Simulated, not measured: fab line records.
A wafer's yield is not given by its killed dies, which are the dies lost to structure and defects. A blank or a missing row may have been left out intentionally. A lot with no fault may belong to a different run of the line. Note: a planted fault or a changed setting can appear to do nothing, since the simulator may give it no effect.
fab line records + flow nand-harc
[record]
- lots = 14
- wafers = 42
- last-day = 24
route steps=1159 shown P_GATE@202 P_CONTACT@230
lots that met no fault: taken from a fault-free run of the same line
start-h: start of the lot's first displayed wafer, in hours after the record's first day + wait-h: how many hours have passed since the lot's step before this one + " same as the row above + L1.1+2: a row that stands for several wafers + - no value present, or no start provided + * or withheld: withheld + < > ~ a bound
route shown NAME@n: a module of which the file shows steps, and the number in the route of the first + usual: average and standard deviation across the fault-free wafers + same: alike in all rows + chamber/n: place in a boat + sites: each site's reading + _std_site: the values' standard deviation + _edge_site: inner sites' mean taken away from outer sites' mean + radius-mm: how far each site lies from the wafer's centre + mask NAME#n: copy n + behind: tool/chamber where the wafer was last shaped + hold: reason for holding the lot/hours on hold/outcome of the hold + device: the transistor (n, p or np) that didn't switch + end of line: at the end of the route, the tests of the same wafers + a step given without rows: its recipe and nothing more + killed: count of dies lost to structure and defects at first sort (not the wafer's yield) + map: a wafer's dies, x killed, . not, _ none there
set.NAME: setting as actually run; set.NAME@STEP: the setting as run at that earlier step + model.NAME: the simulator's own value behind a step, which no gauge read
a sample of lots followed through the steps of the route, with each step as a table and each wafer as a row
services: from which hour (start-h, from the record's first day; less than 0 if before it) a tool's chamber was out of use, for how many hours, and why
[[steps]]
[step NHARC_P_GATE_DESCUM_93]
[recipe]
- time-s = 3
- o2-flow-sccm = 200
- ar-flow-sccm = 0
- bias-power-w = 0
- chemistry = O2
[usual]
- drypump-motor-current-A = 5.8/0.38
- oes-product-au = 1.000/0.0073
- rf-vpp-V = 58.0/0.88
- showerhead-plenum-p-Torr = 1.98/0.079
- throttle-valve-pct = 11.313/0.0093
| lot.wafer | tool        | chamber | start-h | wait-h | drypump-motor-current-A | oes-product-au | rf-hours-counter-h | rf-vpp-V | showerhead-plenum-p-Torr | throttle-valve-pct |
|-----------|-------------|---------|---------|--------|-------------------------|----------------|--------------------|----------|--------------------------|--------------------|
| L226.2    | rie-diel-08 | 3       | 107.91  | -      | 5.5                     | 0.993          | 57                 | 58.0     | 1.87                     | 11.304             |
| L226.1    | "           | 0       | "       | "      | 6.2                     | 1.003          | 57                 | 57.8     | 2.01                     | 11.299             |
| L226.3    | "           | 1       | "       | "      | 5.6                     | 1.000          | 53                 | 58.1     | 1.81                     | 11.309             |
| L229.2    | rie-diel-08 | 1       | 118.42  | -      | 5.6                     | 0.989          | 57                 | 57.0     | 1.81                     | 11.308             |
| L229.5    | "           | 0       | "       | "      | 6.2                     | 1.001          | -                  | 59.8     | 2.01                     | 11.309             |
| L229.6    | "           | 1       | "       | "      | 5.6                     | 0.998          | -                  | 57.4     | 1.81                     | 11.318             |
| L231.2    | rie-diel-05 | 2       | 130.94  | -      | 6.2                     | 1.001          | 30                 | 58.5     | 1.98                     | 11.318             |
| L231.3    | "           | 3       | "       | "      | 5.9                     | 0.996          | 29                 | 59.2     | 2.04                     | 11.303             |
| L231.4    | "           | 2       | "       | "      | 6.2                     | 1.011          | -                  | 57.3     | 1.98                     | 11.309             |
| L232.3    | rie-diel-05 | 1       | 146.50  | -      | 5.3                     | 1.010          | 33                 | 58.8     | 2.03                     | 11.301             |
| L232.2    | "           | 2       | "       | "      | 6.2                     | 1.000          | 35                 | 57.4     | 1.98                     | 11.320             |
| L232.4    | "           | 2       | "       | "      | 6.2                     | 0.999          | -                  | 58.8     | 1.98                     | 11.313             |
| L233.1    | rie-diel-05 | 1       | 148.10  | -      | 5.3                     | 1.009          | 33                 | 57.6     | 2.03                     | 11.326             |
| L233.2    | "           | 3       | "       | "      | 5.9                     | 0.993          | 33                 | 58.1     | 2.04                     | 11.322             |
| L233.4    | "           | 2       | "       | "      | 6.2                     | 1.009          | -                  | 58.3     | 1.98                     | 11.332             |
| L234.4    | rie-diel-11 | 2       | 154.39  | -      | 5.9                     | 0.986          | 48                 | 55.8     | 1.92                     | 11.302             |
| L234.2    | "           | 0       | "       | "      | 6.0                     | 0.997          | 48                 | 58.2     | 1.97                     | 11.304             |
| L234.3    | "           | 1       | "       | "      | 6.2                     | 1.013          | 46                 | 57.2     | 2.00                     | 11.307             |
| L236.4    | rie-diel-11 | 1       | 169.40  | -      | 6.2                     | 1.004          | 51                 | 58.0     | 2.00                     | 11.306             |
| L236.2    | "           | 2       | "       | "      | 5.8                     | 0.997          | 52                 | 58.5     | 1.92                     | 11.313             |
| L236.5    | "           | 1       | "       | "      | 6.1                     | 1.005          | -                  | 57.0     | 2.00                     | 11.304             |
| L238.4    | rie-diel-08 | 2       | 182.10  | -      | 5.3                     | 1.005          | 20                 | 57.6     | 2.07                     | 11.312             |
| L238.3    | "           | 0       | "       | "      | 6.2                     | 0.996          | 17                 | 56.0     | 2.00                     | 11.289             |
| L238.6    | "           | 2       | "       | "      | 5.3                     | 0.995          | -                  | 58.6     | 2.07                     | 11.300             |
| L237.3    | rie-diel-05 | 3       | 182.74  | -      | 5.9                     | 1.003          | 2                  | 59.8     | 2.03                     | 11.301             |
| L237.1    | "           | 1       | "       | "      | 5.3                     | 0.995          | 2                  | 57.0     | 2.03                     | 11.305             |
| L237.6    | "           | 2       | "       | "      | 6.2                     | 0.999          | -                  | 59.1     | 1.98                     | 11.308             |
| L242.3    | rie-diel-08 | 1       | 196.05  | -      | 5.6                     | 1.006          | 22                 | 57.6     | 1.80                     | 11.335             |
| L242.6    | "           | 2       | "       | "      | 5.3                     | 0.990          | -                  | 57.4     | 2.07                     | 11.337             |
| L242.5    | "           | 3       | "       | "      | 5.5                     | 0.997          | -                  | 58.8     | 1.86                     | 11.314             |
| L244.2    | rie-diel-05 | 1       | 208.95  | -      | 5.3                     | 0.994          | 8                  | 57.8     | 2.03                     | 11.319             |
| L244.1    | "           | 2       | "       | "      | 6.2                     | 1.008          | 8                  | 58.1     | 1.98                     | 11.319             |
| L244.6    | "           | 3       | "       | "      | 5.9                     | 0.997          | -                  | 56.7     | 2.03                     | 11.326             |
| L243.3    | rie-diel-05 | 1       | 209.42  | -      | 5.3                     | 0.995          | 8                  | 57.1     | 2.03                     | 11.322             |
| L243.5    | "           | 3       | "       | "      | 5.9                     | 1.004          | -                  | 57.1     | 2.03                     | 11.310             |
| L243.4    | "           | 1       | "       | "      | 5.3                     | 0.991          | -                  | 58.6     | 2.03                     | 11.299             |
| L246.3    | rie-diel-08 | 3       | 224.43  | -      | 5.4                     | 0.993          | 33                 | 56.3     | 1.85                     | 11.309             |
| L246.4    | "           | 2       | "       | "      | 5.4                     | 1.001          | 34                 | 58.5     | 2.06                     | 11.299             |
| L246.6    | "           | 0       | "       | "      | 6.2                     | 1.000          | -                  | 58.1     | 1.99                     | 11.303             |
| L249.3    | rie-diel-05 | 1       | 237.35  | -      | 5.3                     | 0.998          | 12                 | 58.4     | 2.03                     | 11.309             |
| L249.4    | "           | 2       | "       | "      | 6.2                     | 0.993          | 12                 | 59.0     | 1.98                     | 11.307             |
| L249.1    | "           | 3       | "       | "      | 5.9                     | 1.009          | 13                 | 58.9     | 2.03                     | 11.311             |
[step NHARC_P_GATE_RTA_80]
[recipe]
- temp-c = 300
- time-s = 30
[usual]
- anneal-temp-c-max = 301.4/0.32
- lamp_zone_7_pct = 2.22/0.21
- wafer_temp_C_max = 301.3/0.34
| lot.wafer | tool          | chamber | start-h | wait-h | anneal-temp-c-max | lamp_zone_7_pct | wafer_temp_C_max |
|-----------|---------------|---------|---------|--------|-------------------|-----------------|------------------|
| L226.1    | rtp-anneal-02 | 0       | 110.35  | -      | 301.8             | 2.02            | 301.4            |
| L226.2    | "             | 0       | "       | "      | 302.0             | 2.02            | 301.1            |
| L226.3    | "             | 0       | "       | "      | 301.5             | 2.02            | 301.1            |
| L229.2    | rtp-anneal-01 | 0       | 120.71  | -      | 301.2             | 2.45            | 300.9            |
| L229.5    | "             | 0       | "       | "      | 301.3             | 2.45            | 300.7            |
| L229.6    | "             | 0       | "       | "      | 301.4             | 2.45            | 301.1            |
| L231.2    | rtp-anneal-02 | 0       | 133.26  | -      | 301.8             | 2.02            | 301.2            |
| L231.3    | "             | 0       | "       | "      | 301.3             | 2.02            | 301.2            |
| L231.4    | "             | 0       | "       | "      | 301.9             | 2.02            | 301.5            |
| L232.2    | rtp-anneal-02 | 0       | 149.16  | -      | 301.3             | 2.03            | 301.9            |
| L232.3    | "             | 0       | "       | "      | 301.3             | 2.03            | 301.3            |
| L232.4    | "             | 0       | "       | "      | 301.6             | 2.03            | 301.1            |
| L233.1    | rtp-anneal-02 | 0       | 150.42  | -      | 301.2             | 2.02            | 301.7            |
| L233.2    | "             | 0       | "       | "      | 301.2             | 2.02            | 301.2            |
| L233.4    | "             | 0       | "       | "      | 301.3             | 2.02            | 301.6            |
| L234.2    | rtp-anneal-01 | 0       | 156.68  | -      | 301.4             | 2.47            | 301.3            |
| L234.3    | "             | 0       | "       | "      | 300.7             | 2.47            | 301.9            |
| L234.4    | "             | 0       | "       | "      | 301.0             | 2.47            | 301.3            |
| L236.2    | rtp-anneal-02 | 0       | 171.97  | -      | 301.4             | 2.03            | 301.0            |
| L236.4    | "             | 0       | "       | "      | 301.0             | 2.02            | 300.9            |
| L236.5    | "             | 0       | "       | "      | 300.8             | 2.02            | 301.1            |
| L238.3    | rtp-anneal-01 | 0       | 184.39  | -      | 301.1             | 2.45            | 301.3            |
| L238.4    | "             | 0       | "       | "      | 301.2             | 2.45            | 300.8            |
| L238.6    | "             | 0       | "       | "      | 301.9             | 2.45            | 301.5            |
| L237.1    | rtp-anneal-01 | 0       | 185.27  | -      | 301.5             | 2.45            | 301.5            |
| L237.3    | "             | 0       | "       | "      | 301.6             | 2.45            | 301.5            |
| L237.6    | "             | 0       | "       | "      | 300.9             | 2.45            | 301.3            |
| L242.3    | rtp-anneal-01 | 0       | 199.21  | -      | 301.4             | 2.45            | 302.1            |
| L242.5    | "             | 0       | "       | "      | 301.1             | 2.45            | 301.5            |
| L242.6    | "             | 0       | "       | "      | 300.9             | 2.45            | 300.9            |
| L244.1    | rtp-anneal-01 | 0       | 211.55  | -      | 301.2             | 2.45            | 301.2            |
| L244.2    | "             | 0       | "       | "      | 301.7             | 2.45            | 300.8            |
| L244.6    | "             | 0       | "       | "      | 301.3             | 2.45            | 301.1            |
| L243.3    | rtp-anneal-02 | 0       | 212.13  | -      | 302.1             | 2.02            | 301.2            |
| L243.4    | "             | 0       | "       | "      | 301.3             | 2.02            | 301.5            |
| L243.5    | "             | 0       | "       | "      | 301.8             | 2.02            | 301.3            |
| L246.3    | rtp-anneal-01 | 0       | 226.77  | -      | 301.1             | 2.45            | 301.4            |
| L246.4    | "             | 0       | "       | "      | 301.8             | 2.45            | 301.4            |
| L246.6    | "             | 0       | "       | "      | 301.1             | 2.45            | 301.8            |
| L249.1    | rtp-anneal-02 | 0       | 239.61  | -      | 301.2             | 2.02            | 300.9            |
| L249.3    | "             | 0       | "       | "      | 302.0             | 2.02            | 301.3            |
| L249.4    | "             | 0       | "       | "      | 301.7             | 2.02            | 301.2            |
[step NHARC_P_CONTACT_PEB_10]
[recipe]
- peb-temp-c = 100
- peb-time-s = 65
[usual]
- chill-plate-temp-C = 23.01/0.099
- exhaust-pa = 45.1/0.87
- heater-power-total-W = 156.6/0.41
| lot.wafer | tool           | chamber | start-h | wait-h | chill-plate-temp-C | exhaust-pa | heater-power-total-W |
|-----------|----------------|---------|---------|--------|--------------------|------------|----------------------|
| L226.1    | litho-track-01 | 0       | 112.54  | 0.1    | 23.10              | 45.8       | 157.0                |
| L226.2    | "              | 0       | "       | "      | 23.22              | 46.4       | 156.8                |
| L226.3    | "              | 0       | "       | "      | 23.02              | 45.2       | 156.3                |
| L229.2    | litho-track-04 | 0       | 123.10  | 0.1    | 22.96              | 46.4       | 156.9                |
| L229.5    | "              | 0       | "       | "      | 23.11              | 46.5       | 156.6                |
| L229.6    | "              | 0       | "       | "      | 22.87              | 46.1       | 156.0                |
| L231.2    | litho-track-06 | 0       | 135.45  | 0.1    | 22.83              | 45.9       | 156.9                |
| L231.3    | "              | 0       | "       | "      | 22.93              | 45.1       | 157.1                |
| L231.4    | "              | 0       | "       | "      | 22.97              | 46.3       | 156.6                |
| L232.2    | litho-track-04 | 0       | 151.49  | 0.1    | 23.02              | 44.1       | 156.6                |
| L232.3    | "              | 0       | "       | "      | 23.15              | 45.5       | 156.0                |
| L232.4    | "              | 0       | "       | "      | 23.05              | 44.3       | 156.0                |
| L233.1    | litho-track-01 | 0       | 152.62  | 0.1    | 23.10              | 45.7       | 156.5                |
| L233.2    | "              | 0       | "       | "      | 23.03              | 45.3       | 156.2                |
| L233.4    | "              | 0       | "       | "      | 23.05              | 44.9       | 156.5                |
| L234.2    | litho-track-06 | 0       | 159.30  | 0.1    | 22.99              | 45.2       | 156.1                |
| L234.3    | "              | 0       | "       | "      | 22.99              | 44.8       | 157.2                |
| L234.4    | "              | 0       | "       | "      | 23.01              | 45.1       | 157.1                |
| L236.2    | litho-track-04 | 0       | 174.00  | 0.1    | 23.04              | 45.6       | 156.0                |
| L236.4    | "              | 0       | "       | "      | 23.03              | 45.2       | 156.4                |
| L236.5    | "              | 0       | "       | "      | 22.97              | 45.7       | 156.0                |
| L238.3    | litho-track-01 | 0       | 186.52  | 0.0    | 22.93              | 45.3       | 156.9                |
| L238.4    | "              | 0       | "       | "      | 22.91              | 45.4       | 156.4                |
| L238.6    | "              | 0       | "       | "      | 22.82              | 46.7       | 155.9                |
| L237.1    | litho-track-06 | 0       | 187.45  | 0.1    | 23.16              | 44.2       | 157.1                |
| L237.3    | "              | 0       | "       | "      | 23.04              | 45.1       | 156.6                |
| L237.6    | "              | 0       | "       | "      | 23.19              | 45.3       | 156.2                |
| L242.3    | litho-track-06 | -       | 201.37  | 0.0    | -                  | -          | -                    |
| L242.5    | "              | -       | "       | "      | -                  | -          | -                    |
| L242.6    | "              | -       | "       | "      | -                  | -          | -                    |
| L244.1    | litho-track-06 | -       | 213.63  | 0.1    | -                  | -          | -                    |
| L244.2    | "              | -       | "       | "      | -                  | -          | -                    |
| L244.6    | "              | -       | "       | "      | -                  | -          | -                    |
| L243.3    | litho-track-01 | 0       | 214.18  | 0.0    | 23.01              | 44.9       | 156.7                |
| L243.4    | "              | 0       | "       | "      | 22.92              | 44.0       | 156.5                |
| L243.5    | "              | 0       | "       | "      | 22.89              | 44.1       | 157.1                |
| L246.3    | litho-track-01 | 0       | 228.91  | 0.0    | 23.13              | 45.8       | 156.8                |
| L246.4    | "              | 0       | "       | "      | 23.18              | 44.9       | 155.9                |
| L246.6    | "              | 0       | "       | "      | 23.01              | 45.5       | 156.9                |
| L249.1    | litho-track-01 | 0       | 241.82  | 0.1    | 23.17              | 43.7       | 157.0                |
| L249.3    | "              | 0       | "       | "      | 23.05              | 45.4       | 156.8                |
| L249.4    | "              | 0       | "       | "      | 23.14              | 44.3       | 156.0                |
[step NHARC_P_CONTACT_OVL_MEAS_13]
[usual]
- overlay-x-nm = 0.3/0.86
- overlay-y-nm = 0.2/0.94
| lot.wafer | tool       | chamber | start-h | wait-h | overlay-x-nm | overlay-y-nm |
|-----------|------------|---------|---------|--------|--------------|--------------|
| L226.1    | overlay-01 | -       | 112.71  | -      | 0.9          | -0.9         |
| L226.2    | "          | -       | "       | "      | 0.5          | -0.6         |
| L226.3    | "          | -       | "       | "      | 0.6          | -0.4         |
| L229.2    | overlay-01 | -       | 123.26  | -      | 1.4          | 1.4          |
| L229.5    | "          | -       | "       | "      | 1.6          | 0.4          |
| L229.6    | "          | -       | "       | "      | 1.8          | 0.8          |
| L231.2    | overlay-02 | -       | 135.61  | -      | -0.4         | -1.3         |
| L231.3    | "          | -       | "       | "      | -0.8         | -0.9         |
| L231.4    | "          | -       | "       | "      | -0.7         | -1.3         |
| L232.2    | overlay-01 | -       | 151.66  | -      | 0.6          | -0.2         |
| L232.3    | "          | -       | "       | "      | 0.1          | -0.7         |
| L232.4    | "          | -       | "       | "      | 0.0          | -0.3         |
| L233.1    | overlay-01 | -       | 152.79  | -      | 1.2          | 0.2          |
| L233.2    | "          | -       | "       | "      | 1.3          | 0.3          |
| L233.4    | "          | -       | "       | "      | 1.1          | 0.7          |
| L234.2    | overlay-02 | -       | 159.46  | -      | 0.9          | 0.0          |
| L234.3    | "          | -       | "       | "      | 0.5          | 0.4          |
| L234.4    | "          | -       | "       | "      | 0.8          | 0.5          |
| L236.2    | overlay-01 | -       | 174.17  | -      | 0.5          | 1.2          |
| L236.4    | "          | -       | "       | "      | 0.6          | 1.3          |
| L236.5    | "          | -       | "       | "      | 0.3          | 1.2          |
| L238.3    | overlay-02 | -       | 186.69  | -      | -0.8         | 1.1          |
| L238.4    | "          | -       | "       | "      | -0.8         | 0.5          |
| L238.6    | "          | -       | "       | "      | -0.1         | 0.9          |
| L237.1    | overlay-02 | -       | 187.62  | -      | 0.5          | -0.5         |
| L237.3    | "          | -       | "       | "      | 0.2          | -0.3         |
| L237.6    | "          | -       | "       | "      | 0.4          | -0.6         |
| L242.3    | overlay-01 | -       | 201.53  | -      | -            | -            |
| L242.5    | "          | -       | "       | "      | -            | -            |
| L242.6    | "          | -       | "       | "      | -            | -            |
| L244.1    | overlay-01 | -       | 213.81  | -      | -            | -            |
| L244.2    | "          | -       | "       | "      | -            | -            |
| L244.6    | "          | -       | "       | "      | -            | -            |
| L243.3    | overlay-01 | -       | 214.35  | -      | -0.3         | -1.6         |
| L243.4    | "          | -       | "       | "      | -0.3         | -0.7         |
| L243.5    | "          | -       | "       | "      | -0.8         | -1.0         |
| L246.3    | overlay-01 | -       | 229.09  | -      | 0.3          | 0.4          |
| L246.4    | "          | -       | "       | "      | 0.0          | 0.3          |
| L246.6    | "          | -       | "       | "      | 0.6          | 0.3          |
| L249.1    | overlay-01 | -       | 242.00  | -      | 0.4          | -0.2         |
| L249.3    | "          | -       | "       | "      | 0.8          | 0.0          |
| L249.4    | "          | -       | "       | "      | 0.8          | 0.0          |
[[services]]
| tool           | chamber | start-h | hours | kind   |
|----------------|---------|---------|-------|--------|
| rie-diel-08    | 2       | 84.19   | 23.7  | repair |
| litho-track-01 | -       | 93.00   | 7.0   | pm     |
| rie-diel-05    | 0       | 94.32   | -     | clean  |
| rie-diel-05    | 1       | 94.32   | -     | clean  |
| rie-diel-05    | 2       | 94.32   | -     | clean  |
| rie-diel-05    | 3       | 94.32   | -     | clean  |
| rie-diel-11    | 3       | 101.11  | 6.2   | repair |
| rie-diel-11    | 3       | 108.18  | 16.1  | repair |
| litho-track-06 | -       | 117.00  | 7.0   | pm     |
| rie-diel-05    | 0       | 118.82  | -     | clean  |
| rie-diel-05    | 1       | 118.82  | -     | clean  |
| rie-diel-05    | 2       | 118.82  | -     | clean  |
| rie-diel-05    | 3       | 118.82  | -     | clean  |
| rie-diel-08    | -       | 124.80  | 9.0   | pm     |
| litho-track-04 | -       | 141.00  | 7.0   | pm     |
| rie-diel-05    | 0       | 143.32  | -     | clean  |
| rie-diel-05    | 1       | 143.32  | -     | clean  |
| rie-diel-05    | 2       | 143.32  | -     | clean  |
| rie-diel-11    | 1       | 144.97  | 3.7   | repair |
| rie-diel-05    | -       | 163.62  | 9.0   | pm     |
| rie-diel-05    | -       | 177.75  | 0.4   | repair |
| rie-diel-11    | -       | 189.50  | 9.0   | pm     |
| rie-diel-08    | -       | 190.55  | 2.4   | repair |
| rie-diel-08    | 0       | 229.99  | 1.4   | repair |
[[key]]
[first-sign]
- step = NHARC_P_CONTACT_PEB_10
- reading = tool-record
- direction = missing
effect none on later readings
met-at NHARC_P_CONTACT_PEB_10
struck-lots L242,L244
later-rows-left-out L242.3,L242.5,L242.6,L244.1,L244.2,L244.6
sort-left-out L242.3,L242.5,L242.6,L244.1,L244.2,L244.6
tester-left-out L242,L244
not-acting-at NHARC_P_GATE_DESCUM_93,NHARC_P_GATE_RTA_80,NHARC_P_CONTACT_OVL_MEAS_13
onset-between 187.45 201.37
[fault]
- kind = skipped-step-whole
- tool = litho-track-06
- chamber = -
- onset-h = 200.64
- steps = NHARC_P_CONTACT_PEB_10
- scope = struck-lots-only
// tester-left-out: of these lots the tester's yield and bins aren't shown, on N5 and GAA mostly nor the transistor test; their killed dies are dies lost to structure and defects alone, not to doping, threshold or leakage, so they don't give the yield
// sort-left-out: the simulated sort isn't trusted on such a fault, so these wafers' sort isn't shown, and their yield isn't known
// later-rows-left-out: the simulator's readings of these wafers behind a module that went badly wrong aren't trusted and aren't shown, but for the sort
